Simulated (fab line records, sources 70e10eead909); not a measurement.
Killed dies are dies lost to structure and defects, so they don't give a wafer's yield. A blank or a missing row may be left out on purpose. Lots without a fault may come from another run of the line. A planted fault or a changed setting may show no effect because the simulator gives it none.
fab line records | flow nand_harc
record lots=12 wafers=36 last_day=33
route steps=1302 shown A_CHANNEL_HOLE_D1@484 A_CHANNEL_FILL_D1@506 A_DECK1_JOINT@518
lots that met no fault: from a run of the same line without faults
start_h: hours from the record's first day to the start of the lot's first wafer shown | wait_h: hours since the lot's step before | " the same as in the row above | L1.1+2: a row that stands for several wafers | - no value, or no start given | * or withheld: withheld | < > ~ a bound
route shown NAME@n: a module of which the file shows steps, and the number in the route of the first | usual: mean/standard deviation of fault-free wafers | same: alike in all rows | chamber/n: place in a boat | sites: the reading at each site | _std_site: their standard deviation | _edge_site: outer sites' mean less inner sites' | radius_mm: how far each site lies from the wafer's centre | mask NAME#n: copy n | behind: the tool/chamber that last shaped the wafer | hold: why the lot was held/for how many hours/how that ended | device: the transistor (n, p or np) that didn't switch | end of line: the same wafers' tests at the end of the route | a step without rows: its recipe alone | killed: dies lost to structure and defects at the first sort, not the wafer's yield | map: a wafer's dies, x killed, . not, _ none there
set.NAME: the setting as run; set.NAME@STEP: as run at that earlier step | model.NAME: the simulator's own value behind a step, which no gauge read
steps of the route over a sample of lots; a table a step, a row a wafer
services: from which hour (start_h, from the record's first day; less than 0 if before it) a tool's chamber was out of use, for how many hours, and why
## steps
# step NHARC_A_CHANNEL_HOLE_D1_STRIP_27
# recipe o2_flow_sccm=500 ar_flow_sccm=0 bias_w=0 chemistry=O2
# usual drypump_motor_current_A=5.5/0.48 oes_product_au=0.996/0.0098 rf_vpp_V=57.8/0.86 showerhead_plenum_p_Torr=3.52/0.12 throttle_valve_pct=17.036/0.0096
# columns lot.wafer tool chamber start_h wait_h drypump_motor_current_A oes_product_au rf_hours_counter_h rf_vpp_V showerhead_plenum_p_Torr throttle_valve_pct
L112.3 rie_diel-06 2 - - 5.0 1.019 26 56.7 3.52 17.032
L112.2 " 0 " " 5.7 1.007 26 58.5 3.70 17.047
L112.6 " 1 " " 5.4 0.992 - 58.2 3.64 17.018
L113.2 rie_diel-05 3 - - 4.9 0.984 56 58.3 3.30 17.038
L113.1 " 0 " " 5.3 1.000 54 57.7 3.50 17.036
L113.3 " 1 " " 4.8 1.010 54 57.8 3.41 17.041
L114.4 rie_diel-05 3 - - 4.9 0.990 0 56.4 3.30 17.041
L114.2 " 1 " " 4.8 1.005 0 57.6 3.41 17.048
L114.6 " 3 " " 4.9 0.997 - 56.9 3.30 17.041
L115.1 rie_diel-02 1 - - 5.4 1.011 2 57.8 3.66 17.034
L115.4 " 2 " " 5.9 1.003 2 57.2 3.59 17.037
L115.6 " 3 " " 5.0 1.003 - 57.1 3.50 17.059
L116.4 rie_diel-02 1 - - 5.4 1.017 4 57.8 3.65 17.053
L116.1 " 2 " " 5.9 0.998 4 57.4 3.59 17.040
L116.6 " 1 " " 5.5 1.004 - 58.0 3.66 17.058
L117.3 rie_diel-02 2 - - 5.9 0.989 5 58.2 3.59 17.056
L117.2 " 1 " " 5.4 1.013 5 57.7 3.66 17.044
L117.5 " 3 " " 4.9 0.993 - 58.5 3.50 17.030
L124.3 rie_diel-02 1 - - 5.5 0.992 11 57.0 3.65 17.043
L124.2 " 3 " " 5.0 0.995 11 56.0 3.50 17.040
L124.5 " 1 " " 5.4 0.994 - 58.4 3.65 17.043
L126.2 rie_diel-06 0 - - 5.6 0.991 10 58.9 3.68 17.032
L126.4 " 1 " " 5.5 0.983 11 57.4 3.62 17.026
L126.5 " 1 " " 5.5 0.980 - 57.4 3.62 17.037
L127.2 rie_diel-05 3 - - 4.9 0.990 31 57.7 3.28 17.040
L127.6 " 3 " " 4.9 1.000 - 57.8 3.28 17.025
L127.5 " 0 " " 5.3 1.021 - 58.2 3.48 17.053
L129.2 rie_diel-02 2 - - 5.9 0.989 15 58.7 3.58 17.032
L129.4 " 3 " " 5.0 0.997 16 58.1 3.49 17.043
L129.5 " 1 " " 5.4 0.998 - 58.9 3.65 17.047
L131.2 rie_diel-05 0 - - 5.3 1.010 51 58.2 3.47 17.042
L131.3 " 1 " " 4.8 1.001 51 57.8 3.38 17.034
L131.5 " 3 " " 4.9 0.978 - 56.2 3.28 17.043
L132.3 rie_diel-05 3 - - 4.9 1.001 1 57.4 3.81 17.024
L132.5 " 2 " " 6.3 0.983 - 57.2 3.41 17.034
L132.6 " 3 " " 4.9 0.998 - 57.0 3.81 17.013
# step NHARC_A_CHANNEL_FILL_D1_THK_MEAS_06
# recipe thk_meas_gauge=ellipsometry
# usual thk_nm=5.1/0.99
# columns lot.wafer tool chamber start_h wait_h thk_nm
L112.2 film_metro-01 - 249.17 0.4 5.1
L112.3 " - " " 3.3
L112.6 " - " " 4.1
L113.1 film_metro-02 - 262.17 0.4 6.3
L113.2 " - " " 5.5
L113.3 " - " " 5.8
L114.2 film_metro-02 - 278.63 0.4 2.9
L114.4 " - " " 3.3
L114.6 " - " " 5.1
L115.1 film_metro-01 - 286.66 0.4 5.7
L115.4 " - " " 3.7
L115.6 " - " " 5.3
L116.1 film_metro-02 - 305.92 0.4 4.9
L116.4 " - " " 5.2
L116.6 " - " " 5.4
L117.2 film_metro-01 - 305.92 0.4 5.0
L117.3 " - " " 3.7
L117.5 " - " " 6.6
L124.2 film_metro-01 - 369.24 0.4 5.5
L124.3 " - " " 4.2
L124.5 " - " " 6.7
L126.2 film_metro-02 - 390.30 0.4 5.7
L126.4 " - " " 6.3
L126.5 " - " " 6.4
L127.2 film_metro-02 - 405.58 0.4 4.1
L127.5 " - " " 4.9
L127.6 " - " " 5.9
L129.2 film_metro-01 - 424.43 0.4 6.3
L129.4 " - " " 5.0
L129.5 " - " " 4.5
L131.2 film_metro-01 - 443.69 0.4 4.4
L131.3 " - " " 5.7
L131.5 " - " " 5.2
L132.3 film_metro-02 - 458.78 0.4 5.1
L132.5 " - " " 5.1
L132.6 " - " " 5.4
# step NHARC_A_CHANNEL_FILL_D1_CMP_10
# recipe target_thk_nm=150
# usual motor_current_A=12.2/0.87 retaining_ring_pressure_frac=1.000/0.0055 time_to_endpoint_s=15.5/2.3
# columns lot.wafer tool chamber start_h wait_h motor_current_A retaining_ring_pressure_frac time_to_endpoint_s
L112.2 cmp-02 3 260.64 0.4 12.1 1.000 14.2
L112.3 " 2 " " 12.5 1.002 17.8
L112.6 " 0 " " 11.8 1.005 18.5
L113.3 cmp-01 3 273.80 0.4 11.3 1.003 16.2
L113.1 " 0 " " 12.4 0.999 19.3
L113.2 " 1 " " 12.7 1.003 15.6
L114.4 cmp-03 0 290.23 0.4 12.2 0.999 11.1
L114.2 " 2 " " 13.3 1.000 15.9
L114.6 " 0 " " 12.4 0.997 11.9
L115.4 cmp-01 2 298.76 0.4 11.2 0.991 12.4
L115.1 " 0 " " 11.4 0.999 13.7
L115.6 " 3 " " 11.8 0.999 8.2
L116.1 cmp-02 1 317.24 0.4 12.1 1.007 14.5
L116.4 " 2 " " 13.8 1.000 16.1
L116.6 " 1 " " 11.8 1.011 17.7
L117.3 cmp-03 0 317.24 0.4 12.3 0.994 13.7
L117.2 " 1 " " 11.8 0.997 17.0
L117.5 " 0 " " 12.9 0.998 15.1
L124.3 cmp-02 0 385.78 0.4 11.6 0.996 14.9
L124.2 " 3 " " 11.5 0.993 14.5
L124.5 " 1 " " 12.2 1.003 16.7
L126.4 cmp-03 0 401.60 0.4 12.4 0.999 15.1
L126.2 " 1 " " 11.5 1.004 14.4
L126.5 " 2 " " 13.2 0.995 14.7
L127.2 cmp-03 3 417.10 0.4 13.7 0.997 17.5
L127.5 " 3 " " 13.8 1.000 18.7
L127.6 " 0 " " 12.6 1.005 13.7
L129.4 cmp-02 1 436.23 0.4 12.6 0.993 14.9
L129.2 " 2 " " 13.6 0.991 12.3
L129.5 " 1 " " 12.0 0.989 10.8
L131.2 cmp-01 2 454.96 0.4 10.7 1.004 18.0
L131.3 " 0 " " 12.6 0.990 16.4
L131.5 " 2 " " 11.0 1.006 18.8
L132.3 cmp-02 3 470.27 0.4 11.5 1.011 13.7
L132.5 " 0 " " 11.5 1.008 16.8
L132.6 " 1 " " 11.8 0.989 16.9
# step NHARC_A_DECK1_JOINT_ETCHBACK_07
# recipe target_depth_a=1050 time_s=26.9 hbr_flow_sccm=150 rf_w=350 icp_w=350 bias_w=60 chemistry=HBr
# usual drypump_motor_current_A=5.6/0.37 oes_product_au=1.002/0.013 run_length_s=48.4/0.36 throttle_valve_pct=23.265/0.0086
# columns lot.wafer tool chamber start_h wait_h drypump_motor_current_A oes_product_au rf_hours_counter_h run_length_s throttle_valve_pct
L112.3 rie_si-02 3 261.12 0.1 4.9 0.991 1.0 48.1 23.274
L112.2 " 2 " " 5.8 1.020 1.0 47.9 23.261
L112.6 " 0 " " 6.2 1.009 - 48.7 23.262
L113.2 rie_si-02 2 274.27 0.1 5.8 1.018 1.1 48.0 23.269
L113.3 " 3 " " 4.9 0.979 1.1 48.1 23.263
L113.1 " 1 " " 5.6 1.006 1.0 48.5 23.276
L114.4 rie_si-01 1 290.69 0.1 5.9 0.996 0.7 47.9 23.261
L114.2 " 2 " " 5.5 0.992 0.7 49.1 23.272
L114.6 " 1 " " 5.9 1.011 - 48.3 23.258
L115.1 rie_si-02 0 299.24 0.1 6.2 0.991 0.0 48.6 23.256
L115.4 " 1 " " 5.6 1.019 0.1 48.7 23.260
L115.6 " 1 " " 5.6 1.020 - 38.9 23.283
L117.3 rie_si-02 2 317.72 0.1 5.8 0.994 0.2 47.7 23.263
L117.2 " 3 " " 4.9 0.976 0.1 37.9 23.254
L117.5 " 3 " " 4.9 0.981 - 37.8 23.272
L116.1 rie_si-04 0 317.73 0.1 5.9 1.015 1.0 48.2 23.265
L116.4 " 3 " " 5.4 0.984 - 48.7 23.256
L116.6 " 2 " " 5.2 1.020 - 48.7 23.249
L124.2 rie_si-02 2 386.26 0.1 5.8 0.981 0.7 47.8 23.272
L124.3 " 0 " " 6.2 0.997 0.5 48.5 23.248
L124.5 " 1 " " 5.6 1.005 - 48.9 23.283
L126.4 rie_si-02 3 402.02 0.1 4.9 0.981 0.7 48.1 23.258
L126.2 " 2 " " 5.8 0.994 0.8 47.9 23.273
L126.5 " 0 " " 6.2 0.989 - 48.8 23.268
L127.2 rie_si-04 3 417.60 0.1 5.5 0.991 0.4 48.3 23.272
L127.5 " 1 " " 5.7 1.000 - 48.2 23.271
L127.6 " 2 " " 5.2 1.003 - 48.4 23.250
L129.4 rie_si-01 1 436.69 0.1 5.8 0.996 0.4 48.4 23.266
L129.2 " 3 " " 5.7 0.999 0.4 48.3 23.251
L129.5 " 0 " " 6.0 1.003 - 48.4 23.265
L131.3 rie_si-04 2 455.43 0.1 5.2 0.996 0.7 48.2 23.272
L131.2 " 1 " " 5.7 1.003 0.8 48.3 23.263
L131.5 " 2 " " 5.2 0.990 - 48.3 23.248
L132.3 rie_si-04 1 470.69 0.1 5.7 1.020 0.9 48.5 23.278
L132.6 " 0 " " 5.9 1.020 - 48.3 23.254
L132.5 " 1 " " 5.7 1.003 - 49.0 23.263
## services
# columns tool chamber start_h hours kind
cmp-03 - 197.19 4.0 pm
rie_diel-02 - 216.75 9.0 pm
rie_diel-05 - 229.63 9.0 pm
cmp-02 - 232.56 4.0 pm
rie_diel-05 2 262.13 13.8 repair
rie_si-02 - 277.00 9.0 pm
rie_diel-05 - 279.15 0.6 repair
rie_diel-02 - 280.79 1.1 repair
rie_diel-02 0 305.52 6.3 repair
rie_diel-05 0 330.05 3.3 repair
cmp-02 - 330.56 4.0 pm
rie_diel-05 3 340.22 13.9 repair
cmp-02 - 344.11 1.3 repair
rie_diel-05 1 365.82 2.9 repair
rie_diel-02 0 372.55 4.2 repair
rie_diel-02 - 393.75 9.0 pm
rie_diel-05 - 406.63 9.0 pm
rie_diel-02 1 426.04 2.2 repair
cmp-02 - 428.56 4.0 pm
rie_diel-02 2 430.09 14.6 repair
rie_diel-02 1 436.58 1.5 repair
rie_si-02 - 454.00 9.0 pm
rie_diel-02 0 461.74 5.5 repair
cmp-02 - 469.47 0.2 repair
## key
first_sign step=NHARC_A_DECK1_JOINT_ETCHBACK_07 reading=run_length_s direction=down sigmas=28 usual=* struck=*
effect none on later readings
met_at NHARC_A_DECK1_JOINT_ETCHBACK_07
struck_lots L115,L117
struck_wafers L115.6,L117.2,L117.5
tester_left_out L115,L117
not_acting_at NHARC_A_CHANNEL_HOLE_D1_STRIP_27,NHARC_A_CHANNEL_FILL_D1_THK_MEAS_06,NHARC_A_CHANNEL_FILL_D1_CMP_10
onset_between 274.27 299.24
fault kind=process_parameter_drift tool=rie_si-02 chamber=- onset_h=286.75 steps=NHARC_A_DECK1_JOINT_ETCHBACK_07 channel=time_s offset=* shape=step end_h=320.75 scope=struck_wafers_only acts_in=* stated=*
# tester_left_out: of these lots the tester's yield and bins aren't shown, on N5 and GAA mostly nor the transistor test; their killed dies are dies lost to structure and defects alone, not to doping, threshold or leakage, so they don't give the yield
